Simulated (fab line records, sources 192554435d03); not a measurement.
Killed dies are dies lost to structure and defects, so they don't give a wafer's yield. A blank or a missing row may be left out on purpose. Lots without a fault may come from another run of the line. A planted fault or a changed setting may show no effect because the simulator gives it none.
Which tool did it? | flow n5_finfet | 10 lots, 30 wafers sampled, at 6 steps of a route of 1938

WHAT THE GAUGES READ, wafer by wafer
N5_BEOL_M7_INSPECT_13: inspects for defects (brightfield). Usual: raw_defect_count 493, standard deviation 120.
lot  | measured     | on                | raw_defect_count | flag
L759 | day 11 21:52 | defect_inspect-02 | 379 509 425      |
L762 | day 12 03:47 | defect_inspect-02 | 305 457 475      |
L760 | day 12 03:58 | defect_inspect-01 | 658 572 595      |
L763 | day 12 11:35 | defect_inspect-01 | 405 326 378      |
L770 | day 14 02:48 | defect_inspect-01 | 1580 474 1469    | OFF
L773 | day 14 10:28 | defect_inspect-01 | 376 443 349      |
L775 | day 14 14:26 | defect_inspect-01 | 554 598 533      |
L776 | day 15 21:25 | defect_inspect-01 | 377 406 331      |
L772 | day 16 00:50 | defect_inspect-02 | 593 532 403      |
L779 | day 17 07:11 | defect_inspect-01 | 652 523 443      |

N5_BEOL_M7_CD_MEAS_18: pitch 80 nm, target cd 40 nm. Usual: cd_nm 39.9 nm, standard deviation 0.46.
lot  | measured     | on        | cd_nm (nm)     | flag
L759 | day 11 22:34 | cd_sem-03 | 40.2 39.9 39.4 |
L762 | day 12 04:25 | cd_sem-03 | 39.7 40.2 39.3 |
L760 | day 12 04:51 | cd_sem-03 | 40.3 39.8 39.7 |
L763 | day 12 12:09 | cd_sem-01 | 39.7 39.2 39.6 |
L770 | day 14 03:23 | cd_sem-02 | 40.6 40.1 40.5 |
L773 | day 14 11:02 | cd_sem-02 | 39.7 39.4 39.3 |
L775 | day 14 15:00 | cd_sem-01 | 40.5 40.9 40.5 |
L776 | day 15 22:04 | cd_sem-01 | 39.8 40.4 39.6 |
L772 | day 16 01:49 | cd_sem-03 | 39.7 39.9 39.7 |
L779 | day 17 07:55 | cd_sem-01 | 39.7 39.0 39.4 |

N5_BEOL_M7_INSPECT_30: inspects for defects (brightfield). Usual: raw_defect_count 492, standard deviation 120.
lot  | measured     | on                | raw_defect_count | flag
L759 | day 11 23:03 | defect_inspect-01 | 396 524 449      |
L762 | day 12 05:47 | defect_inspect-02 | 299 474 501      |
L760 | day 12 05:44 | defect_inspect-01 | 654 572 574      |
L763 | day 12 14:10 | defect_inspect-02 | 388 326 378      |
L770 | day 14 05:32 | defect_inspect-01 | 1618 490 1484    | OFF
L773 | day 14 11:58 | defect_inspect-02 | 375 400 337      |
L775 | day 14 16:05 | defect_inspect-02 | 537 611 533      |
L776 | day 16 00:32 | defect_inspect-02 | 406 362 330      |
L772 | day 16 02:51 | defect_inspect-01 | 558 521 433      |
L779 | day 17 09:22 | defect_inspect-01 | 651 557 419      |

WHICH TOOL RAN EACH LOT (tool, then ch and the chambers of the sampled wafers, then the start)
lot  | N5_BEOL_M7_PECVD_70             | N5_BEOL_M7_HM_DEP_02         | N5_BEOL_M7_ETCH_62
L759 | pecvd-04 ch 0,1, day 11 20:54   | pvd_sputter-02, day 11 21:26 | rie_diel-02 ch 2,3, day 11 22:11
L762 | pecvd-04 ch 0,1,2, day 12 02:56 | pvd_sputter-03, day 12 03:14 | rie_diel-04 ch 0,3, day 12 03:55
L760 | pecvd-04 ch 0,1, day 12 03:12   | pvd_sputter-03, day 12 03:20 | rie_diel-02 ch 1,2,3, day 12 04:29
L763 | pecvd-02 ch 0,1,2, day 12 09:59 | pvd_sputter-01, day 12 11:09 | rie_diel-01 ch 2,3, day 12 11:42
L770 | pecvd-04 ch 0,1,2, day 14 01:41 | pvd_sputter-03, day 14 02:15 | rie_diel-02 ch 0,1,2, day 14 03:01
L773 | pecvd-02 ch 0,1, day 14 08:18   | pvd_sputter-02, day 14 09:55 | rie_diel-02 ch 0,1,2, day 14 10:40
L775 | pecvd-04 ch 1,2, day 14 13:07   | pvd_sputter-02, day 14 13:51 | rie_diel-01 ch 0,3, day 14 14:38
L776 | pecvd-03 ch 0,1,2, day 15 20:13 | pvd_sputter-01, day 15 20:52 | rie_diel-04 ch 1,2,3, day 15 21:32
L772 | pecvd-04 ch 0,1, day 15 23:19   | pvd_sputter-02, day 16 00:17 | rie_diel-04 ch 0,1,2, day 16 01:26
L779 | pecvd-03 ch 0,1,2, day 17 04:46 | pvd_sputter-03, day 17 06:38 | rie_diel-04 ch 0,1,3, day 17 07:20
- N5_BEOL_M7_PECVD_70: deposits SiO2 from TEOS/O2, target thk 20 nm, time 22.7 s.
- N5_BEOL_M7_HM_DEP_02: deposits TiN, target thk 20 nm.
- N5_BEOL_M7_ETCH_62: etches SOC in N2/H2, target depth 110 nm, overetch 22 nm, time 165 s.

WHAT THE TOOLS THEMSELVES READ (means of the sampled wafers that have a number; where no wafer has one, the mark that the record gives instead)
N5_BEOL_M7_PECVD_70. Usual: chamber_pressure_Torr 5.501 Torr, standard deviation 0.011; heater_power_outer_w 416 W, standard deviation 56; heater_power_w 722 W, standard deviation 80; showerhead_plenum_p_Torr 8.74 Torr, standard deviation 0.07; throttle_valve_pct 22.0 %, standard deviation 1.
lot  | tool     | chamber_pressure_Torr (Torr) | heater_power_outer_w (W) | heater_power_w (W) | showerhead_plenum_p_Torr (Torr) | throttle_valve_pct (%) | flag
L759 | pecvd-04 | 5.505                        | 430                      | 768                | 8.68                            | 22.4                   |
L762 | pecvd-04 | 5.495                        | 430                      | 784                | 8.74                            | 21.6                   |
L760 | pecvd-04 | 5.488                        | 436                      | 799                | 8.71                            | 22.4                   |
L763 | pecvd-02 | 5.493                        | 429                      | 719                | 8.76                            | 22.4                   |
L770 | pecvd-04 | 5.499                        | 408                      | 755                | 8.74                            | 21.4                   |
L773 | pecvd-02 | 5.501                        | 369                      | 656                | 8.77                            | 22.5                   |
L775 | pecvd-04 | 5.499                        | 383                      | 714                | 8.69                            | 21.6                   |
L776 | pecvd-03 | 5.498                        | 431                      | 688                | 8.71                            | 22.8                   |
L772 | pecvd-04 | 5.496                        | 446                      | 807                | 8.72                            | 22.3                   |
L779 | pecvd-03 | 5.504                        | 411                      | 648                | 8.71                            | 22.8                   |

N5_BEOL_M7_HM_DEP_02. Usual: throttle_valve_pct 29.5 %, standard deviation 1.6.
lot  | tool           | throttle_valve_pct (%) | flag
L759 | pvd_sputter-02 | 29.8                   |
L762 | pvd_sputter-03 | 30.6                   |
L760 | pvd_sputter-03 | 29.1                   |
L763 | pvd_sputter-01 | 29.3                   |
L770 | pvd_sputter-03 | 28.8                   |
L773 | pvd_sputter-02 | 28.5                   |
L775 | pvd_sputter-02 | 30.6                   |
L776 | pvd_sputter-01 | 29.2                   |
L772 | pvd_sputter-02 | 29.2                   |
L779 | pvd_sputter-03 | 28.7                   |

N5_BEOL_M7_ETCH_62. Usual: drypump_motor_current_A 5.6 A, standard deviation 0.47; oes_product_au 0.69 a.u., standard deviation 0.065; rf_vpp_V 524.3 V, standard deviation 2.9; showerhead_plenum_p_Torr 2.56 Torr, standard deviation 0.1; throttle_valve_pct 17.76 %, standard deviation 0.27.
lot  | tool        | drypump_motor_current_A (A) | oes_product_au (a.u.) | rf_vpp_V (V) | showerhead_plenum_p_Torr (Torr) | throttle_valve_pct (%) | flag
L759 | rie_diel-02 | 5.9                         | 0.72                  | 524.7        | 2.57                            | 17.50                  |
L762 | rie_diel-04 | 5.6                         | 0.66                  | 521.0        | 2.43                            | 17.84                  |
L760 | rie_diel-02 | 5.5                         | 0.73                  | 523.4        | 2.54                            | 17.52                  |
L763 | rie_diel-01 | 5.6                         | 0.66                  | 526.4        | 2.66                            | 17.94                  |
L770 | rie_diel-02 | 5.3                         | 0.73                  | 523.9        | 2.55                            | 17.70                  |
L773 | rie_diel-02 | 5.3                         | 0.72                  | 522.8        | 2.55                            | 17.70                  |
L775 | rie_diel-01 | 5.9                         | 0.60                  | 526.2        | 2.62                            | 18.08                  |
L776 | rie_diel-04 | 6.0                         | 0.67                  | 521.8        | 2.49                            | 17.71                  |
L772 | rie_diel-04 | 5.5                         | 0.68                  | 523.2        | 2.53                            | 17.81                  |
L779 | rie_diel-04 | 5.7                         | 0.62                  | 521.2        | 2.43                            | 17.93                  |

THE ANSWER, worked out from the rows above alone
Rule: a lot is off if the mean of its wafers that have a number lies more than 3 standard deviations from the usual mean. A lot without any number at a reading at which 4 lots or more have one is off too. The other lots that the step has rows for count as sound. The gauges are gone through in route order, then the tools' own readings, and for those a lot's mean is taken as printed above. The first step at which some lot is off is used, and at that step the reading that is off furthest; a lot without a number counts as furthest.
Off: L770, at N5_BEOL_M7_INSPECT_13 (raw_defect_count).
A tool fits if, at a process step before that reading, it ran every lot that is off, and no sound lot after the first of them. The gauges at N5_BEOL_M7_INSPECT_13 are tried like those tools. None of those tried fits.

WHAT THE SIMULATOR HAD PUT IN
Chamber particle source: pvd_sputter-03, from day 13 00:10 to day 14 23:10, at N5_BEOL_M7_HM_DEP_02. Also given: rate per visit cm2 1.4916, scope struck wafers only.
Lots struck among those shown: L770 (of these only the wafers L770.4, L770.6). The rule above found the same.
